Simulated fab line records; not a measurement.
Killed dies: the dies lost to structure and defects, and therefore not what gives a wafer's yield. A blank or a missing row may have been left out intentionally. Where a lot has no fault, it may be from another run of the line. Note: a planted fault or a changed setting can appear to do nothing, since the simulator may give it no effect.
Problem report, 8D (eight disciplines) form, completed by code || flow n5Finfet || the parts of the form that need people (team, actions taken, sign-off) are left out

== 1. THE PROBLEM ==
killed_at_M0_to_M3 at N5_PASSIVATION_PROBE_49 reads a mean of 160 on 2 wafers of 2 lots; wafers without a fault read 38 with a standard deviation of 11. Relative to the usual mean, that is a shift of +11 standard deviations.
First observed at day 18 09:27: wafer L943.3, on prober-01. At this step, 9 wafers from 3 lots have a number in the record. Rule for "out", or "out of limits": more than 4 standard deviations from the usual mean. The rest of the wafers with a number are treated as sound.

== 2. WHAT THIS IS AND IS NOT ==
{"question": "which readings at this step", "is": "killed_at_M0_to_M3, defectLimitedYield, killedDies, sort_bin_5_function, sortNPass, sortYieldPct", "is not": "killed_at_M4_up, killedAtContacts, killedAtFrontEnd, killedAtOther, killedOpen, killedShort"}
{"question": "which lots", "is": "L942, L943", "is not": "L939"}
{"question": "which wafers of those lots", "is": "L942.3, L943.3", "is not": "L942.2, L942.6, L943.2, L943.5"}
{"question": "read on which tools", "is": "prober-01, prober-02", "is not": "-"}
{"question": "when", "is": "from day 18 09:27", "is not": "up to then (4 sound wafers); but 3 sound wafers of L942, L943 came after"}

== 3. WHAT RULES OUT EACH SUSPECT ==
Counting: any tool at a process step up to the reading remains a suspect provided it ran every lot that is out. Sound lots after the first of them don't rule it out here, since some wafers of a struck lot are sound.
- pvdSputter-02 at N5_BEOL_M1_SPUTTER_92 (material Cu, target thk 4.5 nm, time 8.29 s): kept. It ran every lot that is out, first L943 (day 10 18:41).
Remaining after the count: pvdSputter-02 at N5_BEOL_M1_SPUTTER_92.

== 4. THE CAUSE (what the simulator had put in) ==
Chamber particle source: pvdSputter-02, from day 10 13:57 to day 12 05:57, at N5_BEOL_M1_SPUTTER_92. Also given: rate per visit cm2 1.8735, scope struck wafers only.
Counting left only this tool.

== 5. SEQUENCE OF EFFECTS, ordered by route ==
Rows list readings where the struck wafers' mean (over those with a number) sits beyond 3 standard deviations from the usual. Only readings for which the record gives a usual standard deviation are gone through. hours: the time from each lot's start at the first step in this table that gives one to its start at this step, as a median over the lots. sigmas: the change in usual standard deviations.
{"hours": 0, "step": "N5_PASSIVATION_PROBE_49", "reading": "defectLimitedYield", "usual": "90.9 %", "on struck wafers": 81.2, "change": -9.7, "sigmas": -6.9}
{"hours": 0, "step": "N5_PASSIVATION_PROBE_49", "reading": "killed_at_M0_to_M3", "usual": 38, "on struck wafers": 160, "change": "+122", "sigmas": "+11"}
{"hours": 0, "step": "N5_PASSIVATION_PROBE_49", "reading": "killedDies", "usual": 107, "on struck wafers": 221, "change": "+114", "sigmas": "+7.1"}
{"hours": 0, "step": "N5_PASSIVATION_PROBE_49", "reading": "killedOnRim", "usual": 14, "on struck wafers": 32, "change": "+18", "sigmas": "+4.9"}
{"hours": 0, "step": "N5_PASSIVATION_PROBE_49", "reading": "sort_bin_5_function", "usual": "5.3 %", "on struck wafers": 10.9, "change": "+5.6", "sigmas": "+6.0"}
{"hours": 0, "step": "N5_PASSIVATION_PROBE_49", "reading": "sortNPass", "usual": 1073, "on struck wafers": 959, "change": -114, "sigmas": -7.1}
{"hours": 0, "step": "N5_PASSIVATION_PROBE_49", "reading": "sortYieldPct", "usual": "90.9 %", "on struck wafers": 81.2, "change": -9.7, "sigmas": -6.9}
Its process steps:
- N5_PASSIVATION_PROBE_49

== 6. HOW IT WOULD HAVE BEEN CAUGHT EARLIER ==
In this record no reading fell out of limits until day 18 09:27, 188 hours after the fault had begun at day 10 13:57.
An alarm limit of 4 standard deviations would not have fired on the tool readings at N5_BEOL_M1_SPUTTER_92 for which the record gives a usual standard deviation, since none of them was out on any struck wafer.
Each of the lots that are out, 2 in all, had begun N5_BEOL_M1_SPUTTER_92 on pvdSputter-02 no later than day 18 09:27. None of them would have been spared by holding the tool at that moment.
